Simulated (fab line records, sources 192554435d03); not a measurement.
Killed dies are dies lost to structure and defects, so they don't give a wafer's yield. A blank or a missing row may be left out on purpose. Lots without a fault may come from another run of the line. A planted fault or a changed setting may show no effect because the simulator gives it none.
fab line records | flow n5_finfet
record lots=5 wafers=14 last_day=16
route steps=1938 shown BEOL_M12@1636 PASSIVATION@1936
lots that met no fault: from a run of the same line without faults
start_h: hours from the record's first day to the start of the lot's first wafer shown | wait_h: hours since the lot's step before | " the same as in the row above | L1.1+2: a row that stands for several wafers | - no value, or no start given | * or withheld: withheld | < > ~ a bound
route shown NAME@n: a module of which the file shows steps, and the number in the route of the first | usual: mean/standard deviation of fault-free wafers | same: alike in all rows | chamber/n: place in a boat | sites: the reading at each site | _std_site: their standard deviation | _edge_site: outer sites' mean less inner sites' | radius_mm: how far each site lies from the wafer's centre | mask NAME#n: copy n | behind: the tool/chamber that last shaped the wafer | hold: why the lot was held/for how many hours/how that ended | device: the transistor (n, p or np) that didn't switch | end of line: the same wafers' tests at the end of the route | a step without rows: its recipe alone | killed: dies lost to structure and defects at the first sort, not the wafer's yield | map: a wafer's dies, x killed, . not, _ none there
set.NAME: the setting as run; set.NAME@STEP: as run at that earlier step | model.NAME: the simulator's own value behind a step, which no gauge read
lots at some steps of the route; a table a step, a row a wafer
services: from which hour (start_h, from the record's first day; less than 0 if before it) a tool's chamber was out of use, for how many hours, and why
## steps
# step N5_BEOL_M12_ETCH_67
# recipe chemistry=CF4 target=SiARC target_depth_a=1430 time_s=238.3 ion_energy_ev=80 pressure_mtorr=40 source_w=545 bias_w=36 Ar_flow_sccm=100 cf4_flow_sccm=100 ends=cleared
# step N5_BEOL_M12_ETCH_68
# recipe chemistry=N2/H2 target=SOC mask_material=SiARC source_w=3000 bias_w=350 temp_c=40 time_s=285 ion_energy_ev=200 pressure_mtorr=30 n2_flow_sccm=200 h2_flow_sccm=200
# usual drypump_motor_current_A=5.5/0.38 oes_product_au=0.83/0.081 rf_vpp_V=524.2/3 showerhead_plenum_p_Torr=2.55/0.1 throttle_valve_pct=17.68/0.28
# columns lot.wafer tool chamber start_h wait_h drypump_motor_current_A oes_product_au rf_hours_counter_h rf_vpp_V showerhead_plenum_p_Torr throttle_valve_pct
L970.1 rie_diel-04 1 244.57 0.1 5.6 0.96 14 529.3 2.72 17.67
L970.2 " 3 " " 5.1 0.88 24 525.8 2.61 17.32
L970.4 " 0 " " 6.0 0.87 36 526.8 2.59 17.45
L969.3 rie_diel-01 0 245.18 0.1 6.0 0.88 63 521.2 2.46 17.52
L969.4 " 1 " " 5.2 0.73 177 522.3 2.53 17.89
L969.6 " 0 " " 6.0 0.88 - 523.2 2.46 17.51
L979.3 rie_diel-04 0 312.63 0.1 6.0 0.84 60 525.4 2.58 17.49
L979.5 " 2 " " 5.7 0.87 - 525.7 2.56 17.67
L982.1 rie_diel-04 2 324.69 0.1 5.7 0.85 37 525.7 2.56 17.66
L982.3 " 1 " " 5.6 0.88 42 526.4 2.71 17.71
L982.4 " 0 " " 6.0 0.82 64 525.6 2.58 17.49
L986.1 rie_diel-04 3 352.09 0.1 5.1 0.81 66 523.7 2.59 17.39
L986.3 " 2 " " 5.7 0.85 47 525.5 2.55 17.69
L986.5 " 1 " " 5.6 0.89 - 527.3 2.71 17.73
# step N5_BEOL_M12_STRIP_69
# recipe chemistry=N2/H2 temp_c=40 n2_flow_sccm=200 h2_flow_sccm=200 rf_frequency_hz=6e+07
# step N5_BEOL_M12_TRENCH_ETCH_34
# recipe chemistry=C4F8/O2/Ar target=SiOC target_depth_a=3189.5 mask_material=SOC pressure_mtorr=30 source_w=3000 bias_w=700 Ar_flow_sccm=400 C4F8_flow_sccm=15 O2_flow_sccm=8 he_inner_torr=15 he_outer_torr=30 time_s=125.5 ion_energy_ev=250
# step N5_BEOL_M12_STRIP_70
# recipe chemistry=C4F8/O2/Ar resist=SiARC rf_frequency_hz=6e+07
# step N5_BEOL_M12_OCD_MEAS_35
# usual trench_depth_nm=319/5
# columns lot.wafer tool chamber start_h wait_h trench_depth_nm
L970.1 ocd-02 - 244.90 0.0 325
L970.2 " - " " 323
L970.4 " - " " 318
L969.3 ocd-01 - 245.52 0.0 320
L969.4 " - " " 319
L969.6 " - " " 320
L979.3 ocd-01 - 312.97 0.0 321
L979.5 " - " " 318
L982.1 ocd-02 - 325.03 0.0 318
L982.3 " - " " 320
L982.4 " - " " 316
L986.1 ocd-01 - 352.43 0.0 324
L986.3 " - " " 318
L986.5 " - " " 326
# step N5_BEOL_M12_STRIP_37
# recipe chemistry=N2/H2 power_w=1000 temp_c=250 h2_frac=0.65 overash_fraction=0.3 pressure_mtorr=withheld n2_flow_sccm=1750 h2_flow_sccm=3250
# step N5_BEOL_M12_ETCH_38
# recipe chemistry=CF4/N2 target=SiCN target_depth_a=687 taper_deg=2 time_s=73.4 ion_energy_ev=150 mask_material=SiO2 pressure_mtorr=40 source_w=430 bias_w=70 Ar_flow_sccm=100 cf4_flow_sccm=60 n2_flow_sccm=60
# usual drypump_motor_current_A=5.5/0.39 oes_product_au=0.81/0.081 rf_vpp_V=382.3/2.4 showerhead_plenum_p_Torr=2.21/0.086 throttle_valve_pct=15.35/0.28
# columns lot.wafer tool chamber start_h wait_h drypump_motor_current_A oes_product_au rf_hours_counter_h rf_vpp_V showerhead_plenum_p_Torr throttle_valve_pct
L970.1 rie_diel-01 3 248.38 - 6.0 0.68 223 387.3 2.26 15.61
L970.2 " 0 " " 6.0 0.84 64 380.3 2.15 15.23
L970.4 " 2 " " 5.4 0.81 96 382.6 2.22 15.33
L969.3 rie_diel-04 1 248.61 - 5.6 0.92 16 385.7 2.35 15.21
L969.4 " 0 " " 6.0 0.84 37 381.7 2.25 15.18
L969.6 " 3 " " 5.0 0.90 - 384.3 2.25 14.90
L979.3 rie_diel-05 3 313.09 - 5.0 0.96 3 383.9 2.25 15.13
L979.5 " 2 " " 5.7 0.74 - 376.8 2.03 15.92
L982.1 rie_diel-05 2 328.37 - 5.7 0.73 201 377.4 2.02 15.92
L982.3 " 0 " " 4.9 0.68 246 381.5 2.09 15.75
L982.4 " 3 " " 5.0 0.94 9 383.2 2.25 15.14
L986.1 rie_diel-01 2 352.56 - 5.4 0.79 133 381.9 2.21 15.42
L986.3 " 3 " " 5.9 0.99 0 383.7 2.25 15.16
L986.5 " 3 " " 5.9 0.99 - 382.3 2.25 15.16
# step N5_BEOL_M12_PRECLEAN_39
# recipe chemistry=residue_remover time_s=60 temp_c=40
# step N5_BEOL_M12_SRD_40
# recipe time_s=30 temp_c=23 rinse_liquid=diw dry=n2_spin spin_rpm=1500 dry_time_s=30
# step N5_BEOL_M12_DEGAS_41
# recipe ambient=vacuum temp_c=250 time_s=60
# usual heater_power_w=330/22
# columns lot.wafer tool chamber start_h wait_h heater_power_w
L970.1 pvd_sputter-02 - 248.81 0.3 303
L970.2 " - " " 343
L970.4 " - " " 319
L969.3 pvd_sputter-01 - 251.23 2.5 354
L969.4 " - " " 321
L969.6 " - " " 355
L979.3 pvd_sputter-01 - 313.55 0.3 340
L979.5 " - " " 320
L982.1 pvd_sputter-02 - 328.90 0.4 351
L982.3 " - " " 308
L982.4 " - " " 310
L986.1 pvd_sputter-02 - 353.02 0.3 309
L986.3 " - " " 373
L986.5 " - " " 353
# step N5_BEOL_M12_PRE_CLEAN_42
# recipe gas=H2/He time_s=30 temp_c=250
# usual heater_power_w=331/23
# columns lot.wafer tool chamber start_h wait_h heater_power_w
L970.1 pvd_sputter-02 - 248.85 0.0 299
L970.2 " - " " 349
L970.4 " - " " 319
L969.3 pvd_sputter-01 - 251.27 0.0 350
L969.4 " - " " 318
L969.6 " - " " 342
L979.3 pvd_sputter-01 - 313.59 0.0 340
L979.5 " - " " 332
L982.1 pvd_sputter-02 - 328.94 0.0 349
L982.3 " - " " 304
L982.4 " - " " 306
L986.1 pvd_sputter-02 - 353.06 0.0 315
L986.3 " - " " 367
L986.5 " - " " 352
# step N5_BEOL_M12_SPUTTER_43
# recipe material=TaN target_thk_a=150 temp_c=50 bias_v=168.6 power_w=15000 chamber_pressure_pa=0.12 time_s=24.19
# usual throttle_valve_pct=29.9/1.1
# columns lot.wafer tool chamber start_h wait_h throttle_valve_pct model.TaN_of_BEOL_M12_SPUTTER_43.thk_nm
L970.1 pvd_sputter-02 - 248.89 0.0 30.9 15.2
L970.2 " - " " 29.4 15.2
L970.4 " - " " 29.7 15.2
L969.3 pvd_sputter-01 - 251.31 0.0 31.1 15
L969.4 " - " " 31.6 15.4
L969.6 " - " " 30.9 15
L979.3 pvd_sputter-01 - 313.63 0.0 29.1 14.8
L979.5 " - " " 31.4 13.4
L982.1 pvd_sputter-02 - 328.98 0.0 29.7 14.8
L982.3 " - " " 31.1 14.8
L982.4 " - " " 29.7 15.2
L986.1 pvd_sputter-02 - 353.10 0.0 29.9 15.4
L986.3 " - " " 27.8 15.4
L986.5 " - " " 29.5 15.2
# step N5_BEOL_M12_SPUTTER_44
# recipe material=Ta target_thk_a=100 temp_c=50 bias_v=80 power_w=15000 chamber_pressure_pa=0.07 time_s=16.13
# usual throttle_valve_pct=29.8/1.1
# columns lot.wafer tool chamber start_h wait_h throttle_valve_pct
L970.1 pvd_sputter-02 - 248.97 0.0 31.1
L970.2 " - " " 29.6
L970.4 " - " " 29.8
L969.3 pvd_sputter-01 - 251.39 0.0 30.8
L969.4 " - " " 31.6
L969.6 " - " " 31.0
L979.3 pvd_sputter-01 - 313.71 0.0 29.1
L979.5 " - " " 31.5
L982.1 pvd_sputter-02 - 329.06 0.0 29.6
L982.3 " - " " 31.0
L982.4 " - " " 29.5
L986.1 pvd_sputter-02 - 353.18 0.0 29.4
L986.3 " - " " 27.7
L986.5 " - " " 29.5
# step N5_PASSIVATION_PROBE_49
# usual defect_limited_yield=91.1/1.6 killed_at_M0_to_M3=35/11 killed_at_M4_up=13/5.4 killed_at_contacts=13/6.5 killed_at_front_end=40/14 killed_at_other=4/3.1 killed_dies=105/18 killed_open=69/14 killed_short=34/7.3 sort_bin_5_function=5.2/0.96 sort_bin_6_memory=3.4/0.77 sort_n_pass=1075/19 sort_yield_pct=91.1/1.6
# same gross_dies=1180 killed_at_back_side=0 sort_bin_4_leakage[%]=0 sort_bin_8_speed[%]=0
# columns lot.wafer tool chamber start_h wait_h defect_limited_yield[%] killed_at_M0_to_M3 killed_at_M4_up killed_at_contacts killed_at_front_end killed_at_other killed_dies killed_open killed_short sort_bin_5_function[%] sort_bin_6_memory[%] sort_n_pass sort_yield_pct[%]
L969.3 prober-02 - 285.42 0.2 89.7 61 9 7 43 2 122 75 40 5.7 4.2 1058 89.7
L969.4 prober-02 - 285.47 0.3 90.2 49 12 8 44 3 116 62 49 6.1 3.3 1064 90.2
L969.6 prober-02 - 285.57 0.4 89.1 52 14 13 41 9 129 79 46 5.6 4.8 1051 89.1
L979.5 prober-01 - 349.33 0.2 91.6 39 5 7 42 6 99 70 27 5.0 3.1 1081 91.6
# killed by level:class
L969.3 BEOL_M0_SAQP:geometric_particle:open=22 BEOL_M0_SAQP:geometric_particle:short=14 STI_FIN_REVEAL:geometric_particle:open=7 BEOL_M1:geometric_particle:open=7 BEOL_M1:geometric_particle:short=7 FIN_SAQP:geometric_particle:open=6 DUMMY_GATE:geometric_particle:open=6 MOL_CONTACT_COAG:geometric_particle:open=5
L969.4 BEOL_M0_SAQP:geometric_particle:short=16 BEOL_M0_SAQP:geometric_particle:open=12 FIN_SAQP:geometric_particle:open=8 GATE_CUT:geometric_particle:short=7 STI_FIN_REVEAL:geometric_particle:open=6 BEOL_M1:geometric_particle:open=5 BEOL_M2:geometric_particle:open=5 FIN_SAQP:geometric_particle:short=4
L969.6 BEOL_M0_SAQP:geometric_particle:short=12 BEOL_M1:geometric_particle:open=11 MOL_CONTACT_COAG:geometric_particle:open=10 BEOL_M0_SAQP:geometric_particle:open=10 STI_FIN_REVEAL:geometric_particle:open=8 GATE_CUT:geometric_particle:short=6 BEOL_M2:geometric_particle:open=6 FIN_SAQP:geometric_particle:open=5
L979.5 STI_FIN_REVEAL:geometric_particle:open=10 BEOL_M0_SAQP:geometric_particle:open=9 FIN_SAQP:geometric_particle:open=8 BEOL_M3:geometric_particle:open=8 FIN_SAQP:geometric_particle:short=6 MOL_CONTACT_COAG:geometric_particle:open=6 DUMMY_GATE:geometric_particle:open=5 BEOL_M0_SAQP:geometric_particle:short=5
## services
# columns tool chamber start_h hours kind
rie_diel-05 0 245.48 11.8 repair
rie_diel-01 - 259.93 15.6 pm
rie_diel-05 3 266.21 - clean
rie_diel-05 3 266.21 - consumable_replace:focus_ring
rie_diel-05 3 266.21 19.3 scheduled_down
rie_diel-05 3 266.21 19.3 vent_cycle
rie_diel-01 1 286.84 1.3 repair
rie_diel-05 3 295.88 15.1 repair
rie_diel-01 0 311.92 8.4 repair
rie_diel-05 0 314.81 2.2 repair
rie_diel-01 3 337.19 - clean
rie_diel-01 3 337.19 - consumable_replace:focus_ring
rie_diel-01 3 337.19 15.0 scheduled_down
rie_diel-01 3 337.19 15.0 vent_cycle
rie_diel-05 0 342.27 - clean
rie_diel-05 0 342.27 - consumable_replace:focus_ring
rie_diel-05 0 342.27 - consumable_replace:showerhead
rie_diel-05 0 342.27 16.1 scheduled_down
rie_diel-05 0 342.27 16.1 vent_cycle
## key
first_sign none at tools or gauges
model_effect step=N5_BEOL_M12_SPUTTER_43 value=TaN_of_BEOL_M12_SPUTTER_43.thk_nm without=15 struck=13.4
met_at N5_BEOL_M12_SPUTTER_43
struck_wafers L979.5
onset_between 251.31 313.63
fault kind=process_parameter_drift tool=pvd_sputter-01 chamber=- onset_h=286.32 steps=N5_BEOL_M12_SPUTTER_43 channel=time_s offset=* shape=step end_h=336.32 scope=struck_wafers_only acts_in=* stated=*
